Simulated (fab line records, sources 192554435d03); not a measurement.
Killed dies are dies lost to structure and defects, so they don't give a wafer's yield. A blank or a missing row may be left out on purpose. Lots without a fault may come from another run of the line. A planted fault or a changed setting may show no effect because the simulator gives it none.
Which tool did it? | flow n5_finfet | 12 lots, 36 wafers sampled, at 3 steps of a route of 1938

WHAT THE GAUGES READ, wafer by wafer
N5_BEOL_M4_INSPECT_59: inspects for defects (darkfield).
lot  | measured     | on                | raw_defect_count
L074 | day 9 03:22  | defect_inspect-02 | 62 59 48
L077 | day 9 18:29  | defect_inspect-01 | 65 65 53
L079 | day 10 02:00 | defect_inspect-01 | 49 51 62
L080 | day 10 05:00 | defect_inspect-01 | 57 70 56
L083 | day 11 07:43 | defect_inspect-01 | 67 85 58
L085 | day 12 18:57 | defect_inspect-02 | 57 64 70
L087 | day 13 02:19 | defect_inspect-01 | 54 48 101
L089 | day 14 05:11 | defect_inspect-01 | 56 86 103
L094 | day 14 22:21 | defect_inspect-02 | 70 51 45
L093 | day 15 02:36 | defect_inspect-01 | 48 56 57
L095 | day 15 08:35 | defect_inspect-02 | 105 133 63
L096 | day 16 03:16 | defect_inspect-01 | 53 34 35

WHICH TOOL RAN EACH LOT (tool, then ch and the chambers of the sampled wafers, then the start)
lot  | N5_BEOL_M4_ANNEAL_82         | N5_BEOL_M4_SPUTTER_96
L074 | pvd_sputter-01, day 9 01:03  | pvd_sputter-01, day 9 02:17
L077 | pvd_sputter-02, day 9 15:57  | pvd_sputter-02, day 9 17:11
L079 | pvd_sputter-03, day 9 23:35  | pvd_sputter-03, day 10 00:49
L080 | pvd_sputter-02, day 10 02:32 | pvd_sputter-02, day 10 03:47
L083 | pvd_sputter-01, day 11 05:25 | pvd_sputter-01, day 11 06:39
L085 | pvd_sputter-01, day 12 16:35 | pvd_sputter-01, day 12 17:50
L087 | pvd_sputter-03, day 12 23:59 | pvd_sputter-03, day 13 01:14
L089 | pvd_sputter-01, day 14 02:40 | pvd_sputter-01, day 14 03:54
L094 | pvd_sputter-02, day 14 19:50 | pvd_sputter-02, day 14 21:04
L093 | pvd_sputter-03, day 14 23:37 | pvd_sputter-03, day 15 00:51
L095 | pvd_sputter-03, day 15 06:12 | pvd_sputter-03, day 15 07:26
L096 | pvd_sputter-03, day 15 23:39 | pvd_sputter-03, day 16 00:53
- N5_BEOL_M4_ANNEAL_82: time 240 s.
- N5_BEOL_M4_SPUTTER_96: material Cu, target thk 4.5 nm, time 8.29 s.

THE ANSWER, worked out from the rows above alone
Rule: what is usual is taken from the lots themselves. Put in order of their means at a reading, lots are off if they are a third of the lots or fewer, leave a main group of 4 or more, and stand apart from it by a gap of 3 or more times the standard deviation of the main group's means; of several such gaps the widest counts. A main group whose means are all the same, to the digits that the tables above print for the reading, isn't used. A lot without any number at a reading at which 4 lots or more have one is off too. The other lots that the step has rows for count as sound.
No lot is off at any reading shown: from this, nothing can be told.

WHAT THE SIMULATOR HAD PUT IN
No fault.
